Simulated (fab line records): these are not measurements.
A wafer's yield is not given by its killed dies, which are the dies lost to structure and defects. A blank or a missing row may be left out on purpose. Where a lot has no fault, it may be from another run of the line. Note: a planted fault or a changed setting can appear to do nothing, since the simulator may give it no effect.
Which tool did it? | flow nand_harc | 33 wafers from 11 lots sampled at 6 of the route's 1159 steps

== WHAT THE GAUGES READ, wafer by wafer ==
NHARC_A_M0_CD_MEAS_09: the cd target is 80 nm.
lot  | measured     | on        | cd_nm (nm)
L820 | day 17 20:05 | cd_sem-01 | 79.1 79.8 79.0
L817 | day 18 01:00 | cd_sem-03 | 79.3 78.4 79.0
L821 | day 18 06:20 | cd_sem-03 | 80.3 80.3 79.8
L822 | day 18 09:34 | cd_sem-01 | 79.6 79.8 79.4
L824 | day 19 04:43 | cd_sem-01 | 101.1 101.1 100.9
L826 | day 19 15:15 | cd_sem-03 | 80.1 79.3 79.4
L832 | day 21 14:02 | cd_sem-02 | 79.9 79.3 80.1
L834 | day 21 18:02 | cd_sem-02 | 80.3 80.3 80.3
L835 | day 22 06:25 | cd_sem-03 | 79.5 79.2 79.2
L837 | day 22 17:44 | cd_sem-01 | 80.0 79.6 80.0
L838 | day 22 18:10 | cd_sem-03 | 79.7 79.6 80.0

NHARC_A_M0_INSPECT_11.
lot  | measured     | on                | raw_defect_count
L820 | day 17 20:12 | defect_inspect-01 | 27 20 29
L817 | day 18 01:08 | defect_inspect-01 | 16 10 14
L821 | day 18 06:28 | defect_inspect-02 | 31 44 38
L822 | day 18 09:41 | defect_inspect-01 | 12 9 11
L824 | day 19 04:50 | defect_inspect-02 | 24 33 30
L826 | day 19 15:22 | defect_inspect-01 | 33 26 23
L832 | day 21 14:09 | defect_inspect-02 | 49 58 42
L834 | day 21 18:10 | defect_inspect-01 | 44 33 52
L835 | day 22 06:34 | defect_inspect-01 | 36 36 32
L837 | day 22 17:51 | defect_inspect-02 | 61 57 68
L838 | day 22 18:17 | defect_inspect-02 | 34 38 48

NHARC_END_SORT_01.
lot  | measured     | on        | defect_limited_yield (%) | killed_at_array | killed_at_other | killed_at_periphery | killed_dies | killed_open | killed_short | sort_bin_2_pct (%) | sort_bin_3_pct (%) | sort_bin_4_pct (%) | sort_n_pass | sort_rim_yield_pct (%) | sort_yield_pct (%)
L826 | day 21 13:56 | prober-02 | 96.6 96.2 96.9           | 19 18 13        | 0 1 0           | 4 7 8               | 23 26 21    | 1 2 2       | 3 3 1        | 0.9 0.7 1.0        | 0 0 0              | 2.5 3.1 2.1        | 654 651 656 | 92 93 94               | 96.6 96.2 96.9

== EACH LOT AND THE TOOL THAT RAN IT (in order: tool; ch and the chambers of the sampled wafers; start) ==
lot  | NHARC_A_BLC_STRIP_29               | NHARC_A_M0_EXPOSE_06               | NHARC_A_M0_ETCH_34
L820 | rie_diel-05 ch 0,2, day 17 17:11   | arfi_scanner-02 ch 0, day 17 19:56 | rie_diel-03 ch 0,2,3, day 17 20:22
L817 | rie_diel-12 ch 1,2,3, day 17 22:11 | arfi_scanner-03 ch 0, day 18 00:52 | rie_diel-10 ch 2,3, day 18 01:17
L821 | rie_diel-05 ch 1,2,3, day 18 01:39 | arfi_scanner-03 ch 0, day 18 06:11 | rie_diel-03 ch 0,2,3, day 18 06:37
L822 | rie_diel-06 ch 0,1,3, day 18 06:37 | arfi_scanner-02 ch 0, day 18 09:26 | rie_diel-10 ch 0,2, day 18 09:52
L824 | rie_diel-05 ch 0,1,3, day 19 00:06 | arfi_scanner-02 ch 0, day 19 04:35 | rie_diel-10 ch 0,1, day 19 05:01
L826 | rie_diel-12 ch 1,3, day 19 12:22   | arfi_scanner-03 ch 0, day 19 15:07 | rie_diel-03 ch 0,1,3, day 19 15:31
L832 | rie_diel-12 ch 1,3, day 21 01:04   | arfi_scanner-03 ch 0, day 21 13:53 | rie_diel-03 ch 0,1, day 21 14:17
L834 | rie_diel-12 ch 1,2,3, day 21 10:08 | arfi_scanner-03 ch 0, day 21 17:54 | rie_diel-04 ch 0,1,3, day 21 18:19
L835 | rie_diel-05 ch 0,2,3, day 22 03:21 | arfi_scanner-03 ch 0, day 22 06:17 | rie_diel-04 ch 1,2, day 22 06:43
L837 | rie_diel-05 ch 0,2, day 22 12:28   | arfi_scanner-01 ch 0, day 22 17:35 | rie_diel-10 ch 0,2, day 22 17:59
L838 | rie_diel-12 ch 1,2,3, day 22 13:49 | arfi_scanner-03 ch 0, day 22 18:02 | rie_diel-10 ch 0,1,3, day 22 18:26
- NHARC_A_BLC_STRIP_29: strips in CF4.
- NHARC_A_M0_EXPOSE_06: exposes mask A M0, target cd 80 nm.
- NHARC_A_M0_ETCH_34: etches the open film in N2/H2, target depth 40 nm, overetch 12 nm, time 43.94 s.

== WHAT THE TOOLS THEMSELVES READ (means of the sampled wafers that have a number; where no wafer has one, the mark that the record gives instead) ==
NHARC_A_BLC_STRIP_29.
lot  | tool        | drypump_motor_current_A (A) | oes_product_au (a.u.) | rf_vpp_V (V) | showerhead_plenum_p_Torr (Torr) | throttle_valve_pct (%)
L820 | rie_diel-05 | 5.6                         | 0.991                 | 59.8         | 1.80                            | 13.285
L817 | rie_diel-12 | 5.6                         | 0.996                 | 59.9         | 1.78                            | 13.281
L821 | rie_diel-05 | 5.7                         | 0.997                 | 58.9         | 1.74                            | 13.295
L822 | rie_diel-06 | 5.0                         | 1.003                 | 60.0         | 1.83                            | 13.287
L824 | rie_diel-05 | 5.5                         | 0.991                 | 59.8         | 1.71                            | 13.283
L826 | rie_diel-12 | 5.5                         | 0.994                 | 59.8         | 1.82                            | 13.275
L832 | rie_diel-12 | 5.5                         | 1.001                 | 60.6         | 1.82                            | 13.286
L834 | rie_diel-12 | 5.6                         | 1.000                 | 59.3         | 1.78                            | 13.283
L835 | rie_diel-05 | 5.7                         | 1.001                 | 59.6         | 1.76                            | 13.285
L837 | rie_diel-05 | 5.6                         | 0.998                 | 59.7         | 1.80                            | 13.288
L838 | rie_diel-12 | 5.6                         | 1.005                 | 59.8         | 1.78                            | 13.284

NHARC_A_M0_EXPOSE_06.
lot  | tool            | exposure_dose_mJ_cm2
L820 | arfi_scanner-02 | 83.20
L817 | arfi_scanner-03 | 83.26
L821 | arfi_scanner-03 | 83.38
L822 | arfi_scanner-02 | 83.16
L824 | arfi_scanner-02 | 114.52
L826 | arfi_scanner-03 | 83.26
L832 | arfi_scanner-03 | 83.28
L834 | arfi_scanner-03 | 83.26
L835 | arfi_scanner-03 | 83.19
L837 | arfi_scanner-01 | 83.23
L838 | arfi_scanner-03 | 83.21

NHARC_A_M0_ETCH_34.
lot  | tool        | bias_w (W) | drypump_motor_current_A (A) | oes_product_au (a.u.) | rf_vpp_V (V) | showerhead_plenum_p_Torr (Torr) | throttle_valve_pct (%)
L820 | rie_diel-03 | 149.8      | 5.2                         | 0.995                 | 430          | 2.03                            | 14.168
L817 | rie_diel-10 | 150.0      | 6.0                         | 0.994                 | 434          | 2.15                            | 14.180
L821 | rie_diel-03 | 149.8      | 5.2                         | 1.006                 | 430          | 2.03                            | 14.181
L822 | rie_diel-10 | 149.9      | 6.4                         | 1.005                 | 435          | 2.19                            | 14.164
L824 | rie_diel-10 | 149.8      | 5.6                         | 0.996                 | 430          | 2.00                            | 14.183
L826 | rie_diel-03 | 149.7      | 5.3                         | 1.004                 | 431          | 2.03                            | 14.163
L832 | rie_diel-03 | 150.1      | 5.2                         | 1.008                 | 427          | 1.93                            | 14.175
L834 | rie_diel-04 | 150.2      | 5.6                         | 1.002                 | 431          | 2.03                            | 14.168
L835 | rie_diel-04 | 149.8      | 6.0                         | 1.000                 | 432          | 2.06                            | 14.182
L837 | rie_diel-10 | 149.6      | 6.4                         | 0.993                 | 434          | 2.19                            | 14.172
L838 | rie_diel-10 | 150.2      | 5.6                         | 1.000                 | 431          | 2.06                            | 14.166

== THE ANSWER, worked out from the rows above alone ==
Rule: what is usual is taken from the lots themselves. The widest of any qualifying gaps counts: lots, ordered by their means at a reading, are off when they make up no more than a third of the lots, leave a main group of 4 or more, and stand apart from it by 3 or more times the standard deviation of that group's means. Not used: any main group whose means are identical at the precision the tables above print for the reading. Also off: a lot with no number at a reading for which 4 or more lots have one. The other lots that the step has rows for count as sound. First the gauges in route order, then the tools' own readings, where a lot's mean is used as printed above. At the first step where some lot is off, the reading lying furthest off is the one used; lots without a number count as furthest.
Off at NHARC_A_M0_CD_MEAS_09 (cd_nm): L824. Main group: mean 79.7 nm, sd 0.39.
If a tool, at a process step before that reading, ran all the lots that are off and no sound lot after the first of them, it fits. The gauges at NHARC_A_M0_CD_MEAS_09 aren't tried: what is off there is off at NHARC_A_M0_EXPOSE_06 too, on other tools, and a gauge's error can't cause that. One candidate fits, namely arfi_scanner-02 at NHARC_A_M0_EXPOSE_06. A fault onset in the window from L822 (day 18 09:26, its last sound lot) to L824 (day 19 04:35, its first lot off) fits.
On the lots that are off, the tool's own readings at NHARC_A_M0_EXPOSE_06 differ by more than 5 times the standard deviation of the sound lots' means, which bears it out; exposure_dose_mJ_cm2 reads 114.52 there versus 83.24 on the sound lots.

== WHAT THE SIMULATOR HAD PUT IN ==
Process parameter drift: arfi_scanner-02, from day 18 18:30 on, at NHARC_A_M0_EXPOSE_06. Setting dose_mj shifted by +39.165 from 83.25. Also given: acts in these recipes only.
Lots struck among those shown: L824. The rule above found the same.
